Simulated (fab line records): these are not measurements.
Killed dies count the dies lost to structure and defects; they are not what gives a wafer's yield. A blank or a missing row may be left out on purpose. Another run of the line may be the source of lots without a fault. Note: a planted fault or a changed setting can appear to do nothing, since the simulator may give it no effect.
Matching of chambers :: flow nandHarc :: NHARC_A_STAIRCASE_TRIM_220 on rieDiel-03: 4 sister chambers
The step chemistry O2, time 211.2 s. 4 wafers are shown with their chamber, then 8 later ones without.

WAFERS WITH THEIR CHAMBER
wafer: L084.1
chamber: 3
showerheadPlenumPTorr (Torr): 3.65

wafer: L087.2
chamber: 1
showerheadPlenumPTorr (Torr): 3.42

wafer: L087.3
chamber: 2
showerheadPlenumPTorr (Torr): 3.29

wafer: L089.2
chamber: 0
showerheadPlenumPTorr (Torr): 3.40

WAFERS WITHOUT THEIR CHAMBER
wafer: L089.4
showerheadPlenumPTorr (Torr): 3.41

wafer: L089.6
showerheadPlenumPTorr (Torr): 3.65

wafer: L094.1
showerheadPlenumPTorr (Torr): 3.40

wafer: L094.3
showerheadPlenumPTorr (Torr): 3.29

wafer: L094.5
showerheadPlenumPTorr (Torr): 3.40

wafer: L093.2
showerheadPlenumPTorr (Torr): 3.64

wafer: L093.3
showerheadPlenumPTorr (Torr): 3.29

wafer: L093.5
showerheadPlenumPTorr (Torr): 3.40

THE CHAMBER EACH PASSED THROUGH
wafer: L089.4
from the rows above: can't be placed: 1 or 0
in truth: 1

wafer: L089.6
from the rows above: 3
in truth: 3

wafer: L094.1
from the rows above: 0
in truth: 0

wafer: L094.3
from the rows above: 2
in truth: 2

wafer: L094.5
from the rows above: 0
in truth: 0

wafer: L093.2
from the rows above: 3
in truth: 3

wafer: L093.3
from the rows above: 2
in truth: 2

wafer: L093.5
from the rows above: 0
in truth: 0
7 of 8 placed correctly. Cannot be placed on the basis of these rows: 1; the candidates contain the true chamber in 1. Number placed wrongly: 0.
How it was worked out, from the rows above alone: a wafer's distance from a chamber is the root of the sum, over the readings, of the square of ((its reading less the chamber's mean) divided by the reading's scatter). If the next closest chamber is less than 2 further off than the closest, the wafer can't be placed; otherwise it belongs to the closest. Each chamber's mean is taken over the wafers shown for it. The scatter: with one shown wafer a chamber, the root of the mean of the squares of how far each hidden wafer lies from its nearest shown one.
